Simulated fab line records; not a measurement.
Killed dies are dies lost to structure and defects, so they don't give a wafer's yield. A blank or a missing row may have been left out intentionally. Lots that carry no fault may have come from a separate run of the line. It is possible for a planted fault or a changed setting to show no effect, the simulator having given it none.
fab line records	flow nand_harc
[record] lots = 6	wafers = 18	last_day = 29
route steps=1302 shown A_CHANNEL_HOLE_D2@603 A_CHANNEL_FILL_D2@610 END@1302
lots that met no fault: taken from a fault-free run of the same line
start_h: the number of hours between the record's first day and the start of the first shown wafer of the lot	wait_h: hours from the lot's prior step to this one	" the same as in the row above	L1.1+2: one row covering several wafers at once	- value missing, or start not given	* or withheld: withheld	< > ~ a bound
route shown NAME@n: a module of which the file shows steps, and the number in the route of the first	usual: mean/standard deviation of fault-free wafers	same: alike in all rows	chamber/n: place in a boat	sites: the reading at each site	_std_site: how widely they spread, as a standard deviation	_edge_site: outer sites' mean less inner sites'	radius_mm: for every site, how far away it sits from the centre of the wafer	mask NAME#n: copy n	behind: the most recent tool/chamber to have shaped the wafer	hold: why the lot went on hold/how many hours it stayed there/how the hold came to an end	device: transistor that didn't switch, given as n, p or np	end of line: tests of these same wafers at the route's end	a step without rows: its recipe alone	killed: count of dies lost to structure and defects at first sort (not the wafer's yield)	map: the dies of a wafer, with x for killed, . for not killed, _ for no die there
set.NAME: setting as actually run; set.NAME@STEP: the setting as run at that earlier step	model.NAME: the simulator's own value behind a step, which no gauge read
certain route steps with their lots: each step a table, each wafer a row
services: from which hour (start_h, from the record's first day; less than 0 if before it) a tool's chamber was out of use, for how many hours, and why
[[steps]]
[step NHARC_A_CHANNEL_HOLE_D2_ETCH_44]
[recipe] target_depth_a = 1400	overetch_a = 140	time_s = 77	ion_energy_ev = 100	cf4_flow_sccm = 80	o2_flow_sccm = 20	ar_flow_sccm = 0	rf_w = 300	bias_w = 100	chemistry = CF4/O2
[step NHARC_A_CHANNEL_HOLE_D2_STRIP_28]
[recipe] o2_flow_sccm = 500	ar_flow_sccm = 0	bias_w = 0	chemistry = O2
[usual] drypump_motor_current_A = 5.4/0.62	o2_flow_sccm = 499.9/1.4	oes_product_au = 0.997/0.0097	rf_vpp_V = 57.8/0.92	showerhead_plenum_p_Torr = 3.52/0.16	throttle_valve_pct = 17.037/0.0094
lot.wafer	tool	chamber	start_h	wait_h	drypump_motor_current_A	o2_flow_sccm	oes_product_au	rf_hours_counter_h	rf_vpp_V	showerhead_plenum_p_Torr	throttle_valve_pct
L719.3	rie_diel-04	1	-	-	4.9	501.7	0.992	4.5	57.1	3.75	17.023
L719.2	"	2	"	"	4.7	499.0	0.993	5.1	56.6	3.41	17.035
L719.1	"	3	"	"	4.7	498.1	0.999	5.3	57.4	3.65	17.025
L720.2	rie_diel-06	2	-	-	5.8	500.0	1.013	10.4	58.2	3.32	17.045
L720.3	"	3	"	"	5.8	501.0	1.008	10.4	59.0	3.61	17.059
L720.4	"	3	"	"	5.8	500.0	1.004	-	58.4	3.61	17.048
L729.3	rie_diel-04	3	-	-	4.7	499.7	0.990	2.6	57.4	3.65	17.034
L729.1	"	0	"	"	5.9	499.0	0.992	2.1	58.8	3.37	17.034
L729.4	"	1	"	"	4.8	500.7	0.982	1.9	58.3	3.75	17.027
L730.1	rie_diel-07	0	-	-	6.5	498.3	0.992	5.7	57.9	3.66	17.038
L730.4	"	1	"	"	5.3	499.4	0.988	5.8	56.6	3.33	17.037
L730.2	"	2	"	"	5.4	499.5	0.991	5.9	58.1	3.77	17.033
L731.3	rie_diel-06	1	-	-	5.1	500.8	1.004	3.7	57.0	3.57	17.053
L731.1	"	2	"	"	5.8	500.5	0.998	7.1	58.1	3.32	17.037
L731.4	"	0	"	"	6.1	498.9	1.002	-	56.9	3.49	17.030
L732.4	rie_diel-04	2	-	-	4.7	501.9	0.990	3.3	55.8	3.40	17.045
L732.2	"	3	"	"	4.7	498.8	0.997	3.5	57.7	3.65	17.033
L732.3	"	0	"	"	5.9	501.1	1.005	3.0	58.6	3.37	17.044
[step NHARC_A_CHANNEL_HOLE_D2_PRECLEAN_29]
[recipe] time_s = *	temp_c = 50	bath_age_min = 0	chemistry = SC1
[step NHARC_A_CHANNEL_HOLE_D2_SRD_30]
[step NHARC_A_CHANNEL_HOLE_D2_CD_MEAS_31]
[usual] cd_nm = 90.6/1.3
lot.wafer	tool	chamber	start_h	wait_h	cd_nm
L719.1	cd_sem-02	-	299.36	-	90.9
L719.2	"	-	"	"	90.0
L719.3	"	-	"	"	89.2
L720.2	cd_sem-03	-	307.57	-	92.3
L720.3	"	-	"	"	89.7
L720.4	"	-	"	"	88.9
L729.1	cd_sem-03	-	403.02	-	91.2
L729.3	"	-	"	"	90.2
L729.4	"	-	"	"	92.3
L730.1	cd_sem-02	-	403.51	-	88.8
L730.2	"	-	"	"	91.9
L730.4	"	-	"	"	91.2
L731.1	cd_sem-01	-	424.39	-	91.0
L731.3	"	-	"	"	92.2
L731.4	"	-	"	"	93.6
L732.2	cd_sem-02	-	424.52	-	88.1
L732.3	"	-	"	"	91.9
L732.4	"	-	"	"	90.0
[step NHARC_A_CHANNEL_HOLE_D2_XSEM_32]
[recipe] landing_energy_ev = 35000
[usual] bot_cd_nm = 75.2/1.3	bow_nm = 8.62/0.22	tilt_deg = 0.07/0.05
lot.wafer	tool	chamber	start_h	wait_h	bot_cd_nm	bow_nm	tilt_deg
L719.1	xsem-02	0	299.45	0.1	74.5	8.50	0.04
L719.2	"	0	"	"	74.5	8.49	0.04
L719.3	"	0	"	"	73.2	8.41	0.04
L720.2	xsem-02	0	307.66	0.1	76.8	8.43	0.08
L720.3	"	0	"	"	74.3	8.42	0.08
L720.4	"	0	"	"	73.1	8.38	0.08
L729.1	xsem-01	0	403.10	0.1	75.9	8.33	0.10
L729.3	"	0	"	"	75.1	8.35	0.10
L729.4	"	0	"	"	77.0	8.35	0.10
L730.1	xsem-02	0	403.60	0.1	74.2	8.64	0.07
L730.2	"	0	"	"	76.4	8.61	0.07
L730.4	"	0	"	"	76.2	8.71	0.07
L731.1	xsem-01	0	424.48	0.1	75.3	8.49	0.13
L731.3	"	0	"	"	75.9	8.52	0.13
L731.4	"	0	"	"	78.2	8.40	0.13
L732.2	xsem-02	0	424.62	0.1	72.3	8.58	0.00
L732.3	"	0	"	"	75.9	8.61	0.00
L732.4	"	0	"	"	73.9	8.55	0.00
[step NHARC_A_CHANNEL_HOLE_D2_INSPECT_40]
[usual] raw_defect_count = 290/77
lot.wafer	tool	chamber	start_h	wait_h	raw_defect_count
L719.1	defect_inspect-02	-	299.55	-	363
L719.2	"	-	"	"	286
L719.3	"	-	"	"	331
L720.2	defect_inspect-02	-	307.76	-	395
L720.3	"	-	"	"	371
L720.4	"	-	"	"	309
L729.1	defect_inspect-01	-	403.20	-	251
L729.3	"	-	"	"	238
L729.4	"	-	"	"	214
L730.1	defect_inspect-02	-	403.70	-	235
L730.2	"	-	"	"	279
L730.4	"	-	"	"	216
L731.1	defect_inspect-01	-	424.57	-	324
L731.3	"	-	"	"	352
L731.4	"	-	"	"	298
L732.2	defect_inspect-01	-	424.71	-	282
L732.3	"	-	"	"	223
L732.4	"	-	"	"	241
[step NHARC_A_CHANNEL_FILL_D2_PRECLEAN_00]
[recipe] time_s = *	temp_c = 50	bath_age_min = 0	chemistry = SC1
[step NHARC_A_CHANNEL_FILL_D2_SRD_01]
[step NHARC_A_CHANNEL_FILL_D2_ALD_02]
[recipe] target_thk_a = 60	pulse_time_s = 10	ald_cycles = 60	temp_c = 300	material = SiO2
[usual] heater_power_w = 462/52	precursor_pulse_height_rel = 1.000/0.019	susceptor_temp_C = 300.01/0.18
[same] pulse_time_s = 10
lot.wafer	tool	chamber	start_h	wait_h	heater_power_w	precursor_pulse_height_rel	susceptor_temp_C
L719.3	ald_hk-02	2	299.78	0.1	579	0.986	299.94
L719.1	"	3	"	"	432	1.037	300.18
L719.2	"	1	"	"	397	0.999	299.85
L720.4	ald_hk-02	0	308.29	-	393	0.978	300.08
L720.3	"	1	"	"	403	0.979	299.95
L720.2	"	2	"	"	553	1.002	299.79
L729.1	ald_hk-02	2	403.39	-	549	0.967	299.92
L729.3	"	3	"	"	413	1.023	300.09
L729.4	"	1	"	"	424	1.000	300.19
L730.4	ald_hk-04	0	403.90	-	507	1.018	299.75
L730.2	"	1	"	"	466	1.057	299.87
L730.1	"	3	"	"	453	0.993	300.02
L731.1	ald_hk-04	3	424.84	-	442	0.994	299.96
L731.4	"	0	"	"	508	1.031	300.19
L731.3	"	1	"	"	475	0.992	299.62
L732.3	ald_hk-01	3	424.91	-	501	1.005	300.13
L732.2	"	0	"	"	436	1.029	300.05
L732.4	"	1	"	"	413	0.974	299.93
[step NHARC_A_CHANNEL_FILL_D2_ALD_03]
[recipe] target_thk_a = 60	pulse_time_s = 60	ald_cycles = 58	temp_c = 630	pressure_torr = 2	material = SiNx
[usual] precursor_pulse_height_rel = 1.000/0.02	susceptor_temp_C = 629.92/0.26
[same] pulse_time_s = 60
lot.wafer	tool	chamber	start_h	wait_h	precursor_pulse_height_rel	susceptor_temp_C
L719.1	ald_sin_batch-02	0	-	-	0.995	630.08
L719.2	"	0	"	"	0.978	629.70
L719.3	"	0	"	"	1.021	630.05
L720.2	ald_sin_batch-02	0	-	-	0.964	-
L720.3	"	0	"	"	0.982	-
L720.4	"	0	"	"	1.018	-
L729.1	ald_sin_batch-02	0	-	-	0.982	-
L729.3	"	0	"	"	1.009	-
L729.4	"	0	"	"	0.997	-
L730.1	ald_sin_batch-02	0	-	-	0.984	-
L730.2	"	0	"	"	1.024	-
L730.4	"	0	"	"	0.988	-
L731.1	ald_sin_batch-02	0	-	-	0.995	630.15
L731.3	"	0	"	"	1.001	630.16
L731.4	"	0	"	"	0.999	630.29
L732.2	ald_sin_batch-02	0	-	-	0.993	629.69
L732.3	"	0	"	"	1.009	629.82
L732.4	"	0	"	"	0.992	629.84
[step NHARC_A_CHANNEL_FILL_D2_ALD_14]
[recipe] target_thk_a = 25	pulse_time_s = 10	ald_cycles = 25	temp_c = 300	material = SiO2
[usual] heater_power_w = 465/49	precursor_pulse_height_rel = 1.000/0.019	susceptor_temp_C = 299.97/0.21
[same] pulse_time_s = 10
lot.wafer	tool	chamber	start_h	wait_h	heater_power_w	precursor_pulse_height_rel	susceptor_temp_C
L719.1	ald_hk-02	2	307.84	1.0	577	1.025	300.11
L719.2	"	3	"	"	434	0.988	299.69
L719.3	"	1	"	"	388	0.997	300.23
L720.3	ald_hk-01	2	315.25	0.1	506	0.934	299.92
L720.4	"	3	"	"	512	0.997	300.21
L720.2	"	0	"	"	439	0.987	300.10
L730.1	ald_hk-02	3	410.81	0.0	427	0.977	299.87
L730.4	"	0	"	"	407	0.996	300.30
L730.2	"	1	"	"	421	0.986	300.30
L729.1	ald_hk-01	2	410.82	0.0	504	0.989	299.68
L729.3	"	0	"	"	434	1.002	299.96
L729.4	"	1	"	"	424	0.987	299.83
L731.3	ald_hk-01	0	431.80	0.0	439	1.001	300.07
L731.1	"	2	"	"	510	1.004	300.25
L731.4	"	3	"	"	519	0.966	300.23
L732.3	ald_hk-01	3	432.02	0.3	518	0.999	299.77
L732.2	"	0	"	"	435	0.984	299.87
L732.4	"	2	"	"	495	0.961	300.26
[step NHARC_A_CHANNEL_FILL_D2_ALD_15]
[recipe] target_thk_a = 20	pulse_time_s = 60	ald_cycles = 19	temp_c = 630	pressure_torr = 2	material = SiNx
[usual] precursor_pulse_height_rel = 1.002/0.022	susceptor_temp_C = 630.08/0.28
[same] pulse_time_s = 60
lot.wafer	tool	chamber	start_h	wait_h	precursor_pulse_height_rel	susceptor_temp_C
L719.1	ald_sin_batch-01	0	310.96	-	1.025	630.11
L719.2	"	0	"	"	0.962	629.59
L719.3	"	0	"	"	1.001	629.68
L720.2	ald_sin_batch-01	0	318.34	-	1.021	630.26
L720.3	"	0	"	"	0.967	630.35
L720.4	"	0	"	"	0.978	630.08
L729.1	ald_sin_batch-01	0	413.94	-	0.974	607.56
L729.3	"	0	"	"	1.001	607.68
L729.4	"	0	"	"	1.001	607.75
L730.1	ald_sin_batch-01	0	413.94	3.1	1.022	607.39
L730.2	"	0	"	"	1.049	607.29
L730.4	"	0	"	"	0.978	607.46
L731.1	ald_sin_batch-02	0	434.92	-	0.964	630.25
L731.3	"	0	"	"	1.022	630.09
L731.4	"	0	"	"	1.026	630.47
L732.2	ald_sin_batch-02	0	434.92	-	1.023	630.28
L732.3	"	0	"	"	1.021	629.96
L732.4	"	0	"	"	1.012	629.88
[step NHARC_A_CHANNEL_FILL_D2_ALD_16]
[recipe] target_thk_a = 15	pulse_time_s = 10	ald_cycles = 15	temp_c = 300	material = SiO2
[step NHARC_END_SORT_01]
[recipe] temp_c = 25
[usual] killed_at_array = 52/18	killed_at_other = 0.6/0.83	killed_at_periphery = 4.3/2.8	killed_dies = 57/19	killed_open = 3.4/2	killed_short = 2.5/1.7
[same] gross_dies = 677
lot.wafer	tool	chamber	start_h	wait_h	killed_at_array	killed_at_other	killed_at_periphery	killed_dies	killed_open	killed_short
L730.1	prober-02	0	658.43	2.5	77	1	6	84	6	1
L730.2	prober-02	0	659.22	2.8	69	1	6	76	6	4
L730.4	prober-02	0	660.81	3.4	64	0	11	75	2	2
// killed by level:class
L730.1 A_CHANNEL_HOLE_D1:chamber_film_flake=32 A_SLIT:chamber_film_flake=18 A_CONTACT:chamber_film_flake=10 A_CHANNEL_HOLE_D2:chamber_film_flake=8 P_CONTACT:chamber_film_flake=3 A_DECK1_JOINT:geometric_particle:open=2 P_CONTACT:geometric_particle:open=1 A_ONON_D1:geometric_particle:open=1
L730.2 A_CHANNEL_HOLE_D1:chamber_film_flake=31 A_SLIT:chamber_film_flake=14 A_CHANNEL_HOLE_D2:chamber_film_flake=8 A_CONTACT:chamber_film_flake=6 A_CHANNEL_FILL_D2:chamber_film_flake=3 A_DECK1_JOINT:geometric_particle:short=2 A_CHANNEL_FILL_D2:geometric_particle:short=2 P_STI:chamber_film_flake=2
L730.4 A_CHANNEL_HOLE_D1:chamber_film_flake=30 A_SLIT:chamber_film_flake=11 A_CHANNEL_HOLE_D2:chamber_film_flake=9 A_CONTACT:chamber_film_flake=9 P_STI:chamber_film_flake=5 P_CONTACT:chamber_film_flake=2 A_STAIRCASE:chamber_film_flake=2 P_M0:geometric_particle:short=1
[[services]]
tool	chamber	start_h	hours	kind
rie_diel-06	0	280.91	45.9	repair
rie_diel-04	1	282.13	8.7	repair
rie_diel-07	-	294.20	9.0	pm
ald_hk-01	-	298.02	10.0	pm
ald_hk-01	0	298.02	10.0	vent_cycle
ald_hk-01	1	298.02	10.0	vent_cycle
ald_hk-01	2	298.02	10.0	vent_cycle
ald_hk-01	3	298.02	10.0	vent_cycle
rie_diel-06	-	307.92	9.0	pm
ald_hk-01	0	308.02	-	clean
ald_hk-01	1	308.02	-	clean
ald_hk-01	2	308.02	-	clean
ald_hk-01	3	308.02	-	clean
xsem-02	-	322.58	0.1	repair
ald_hk-02	-	348.38	10.0	pm
ald_hk-02	0	348.38	10.0	vent_cycle
ald_hk-02	1	348.38	10.0	vent_cycle
ald_hk-02	2	348.38	10.0	vent_cycle
ald_hk-02	3	348.38	10.0	vent_cycle
rie_diel-04	-	355.13	9.0	pm
xsem-01	-	374.00	14.0	pm
rie_diel-07	1	385.64	3.3	repair
rie_diel-06	1	391.11	3.9	repair
rie_diel-06	3	422.77	7.5	repair
[[key]]
[first_sign] step = NHARC_A_CHANNEL_FILL_D2_ALD_15	reading = susceptor_temp_C	direction = down	sigmas = 82	usual = *	struck = *
effect none on later readings
met_at NHARC_A_CHANNEL_FILL_D2_ALD_15
struck_wafers L729.1,L729.3,L729.4,L730.1,L730.2,L730.4
tester_left_out L729,L730
onset_between 318.34 413.94
[fault] kind = process_parameter_drift	tool = ald_sin_batch-01	chamber = -	onset_h = 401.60	steps = NHARC_A_CHANNEL_FILL_D1_ALD_03,NHARC_A_CHANNEL_FILL_D1_ALD_15,NHARC_A_CHANNEL_FILL_D2_ALD_03,NHARC_A_CHANNEL_FILL_D2_ALD_15	channel = temp_c	offset = *	shape = step	end_h = 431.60	stated = *
// tester_left_out: of these lots the tester's yield and bins aren't shown, on N5 and GAA mostly nor the transistor test; their killed dies are dies lost to structure and defects alone, not to doping, threshold or leakage, so they don't give the yield
